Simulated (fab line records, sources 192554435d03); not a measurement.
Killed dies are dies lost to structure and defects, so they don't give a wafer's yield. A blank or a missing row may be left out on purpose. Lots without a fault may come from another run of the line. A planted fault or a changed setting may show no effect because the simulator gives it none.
Chamber matching | flow n5_finfet | N5_BEOL_M11_DESCUM_33 on rie_diel-06: 4 sister chambers
The step chemistry O2, time 7.9 s. 30 wafers are shown with their chamber, then 12 later ones without.

WAFERS WITH THEIR CHAMBER
wafer  | chamber | drypump_motor_current_A (A) | showerhead_plenum_p_Torr (Torr) | throttle_valve_pct (%)
L076.2 | 3       | 4.8                         | 2.16                            | 20.54
L076.5 | 0       | 4.8                         | 1.98                            | 20.66
L076.6 | 1       | 5.8                         | 2.07                            | 20.47
L077.2 | 0       | 4.8                         | 1.98                            | 20.68
L077.4 | 2       | 4.7                         | 2.20                            | 20.26
L077.6 | 3       | 4.8                         | 2.16                            | 20.54
L083.1 | 3       | 4.8                         | 2.15                            | 20.57
L083.2 | 2       | 4.6                         | 2.20                            | 20.28
L083.3 | 0       | 4.8                         | 1.98                            | 20.70
L083.4 | 1       | 5.8                         | 2.06                            | 20.50
L083.5 | 1       | 5.8                         | 2.06                            | 20.48
L083.6 | 2       | 4.6                         | 2.20                            | 20.27
L085.1 | 2       | 4.6                         | 2.20                            | 20.30
L085.2 | 1       | 5.7                         | 2.06                            | 20.51
L085.6 | 1       | 5.8                         | 2.06                            | 20.52
L089.1 | 2       | 4.6                         | 2.20                            | 20.28
L089.2 | 1       | 5.8                         | 2.06                            | 20.49
L089.3 | 0       | 4.8                         | 1.97                            | 20.70
L089.4 | 3       | 4.8                         | 2.15                            | 20.08
L089.5 | 0       | 4.8                         | 1.97                            | 20.70
L089.6 | 1       | 5.8                         | 2.06                            | 20.53
L092.2 | 3       | 4.8                         | 2.15                            | 20.07
L092.3 | 0       | 4.8                         | 1.97                            | 20.71
L092.4 | 1       | 5.8                         | 2.06                            | 20.52
L093.1 | 0       | 4.8                         | 1.97                            | 20.74
L093.2 | 1       | 5.8                         | 2.06                            | 20.54
L093.3 | 3       | 4.8                         | 2.15                            | 20.09
L093.4 | 2       | 4.7                         | 2.19                            | 20.31
L093.5 | 2       | 4.6                         | 2.19                            | 20.30
L093.6 | 1       | 5.8                         | 2.06                            | 20.54

SIGNATURES (means of the wafers above)
reading                  | chamber 0 | chamber 1 | chamber 2 | chamber 3 | scatter within a chamber
drypump_motor_current_A  | 4.800     | 5.790     | 4.629     | 4.800     | 0.0299
showerhead_plenum_p_Torr | 1.9743    | 2.0610    | 2.1971    | 2.1533    | 0.00455
throttle_valve_pct       | 20.6986   | 20.5100   | 20.2857   | 20.3150   | 0.115
Rule: a wafer's distance from a chamber is the root of the sum, over the readings, of the square of ((its reading less the chamber's mean) divided by the reading's scatter). The wafer belongs to the nearest chamber; if the next one is less than 2 further off, it can't be placed. The scatter: the root of (the sum of the squares of (reading less its chamber's mean) over the shown wafers, divided by (wafers less chambers)).

WAFERS WITHOUT THEIR CHAMBER
wafer  | drypump_motor_current_A (A) | showerhead_plenum_p_Torr (Torr) | throttle_valve_pct (%)
L095.1 | 4.7                         | 2.19                            | 20.31
L095.3 | 4.8                         | 2.15                            | 20.10
L095.4 | 5.8                         | 2.05                            | 20.53
L096.1 | 4.6                         | 2.19                            | 20.32
L096.3 | 5.8                         | 2.05                            | 20.55
L096.4 | 4.6                         | 2.19                            | 20.31
L097.1 | 4.6                         | 2.19                            | 20.31
L097.2 | 4.8                         | 2.23                            | 20.32
L097.3 | 4.8                         | 2.15                            | 20.11
L097.4 | 5.8                         | 2.05                            | 20.54
L097.5 | 4.8                         | 2.23                            | 20.31
L097.6 | 4.8                         | 2.15                            | 20.10

WHICH CHAMBER EACH WENT THROUGH
wafer  | from the rows above | in truth
L095.1 | 2                   | 2
L095.3 | 3                   | 3
L095.4 | 1                   | 1
L096.1 | 2                   | 2
L096.3 | 1                   | 1
L096.4 | 2                   | 2
L097.1 | 2                   | 2
L097.2 | 2                   | 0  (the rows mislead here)
L097.3 | 3                   | 3
L097.4 | 1                   | 1
L097.5 | 2                   | 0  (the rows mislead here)
L097.6 | 3                   | 3
Placed correctly: 10 of 12. Can't be placed from these rows: 0. Placed wrongly: 2.
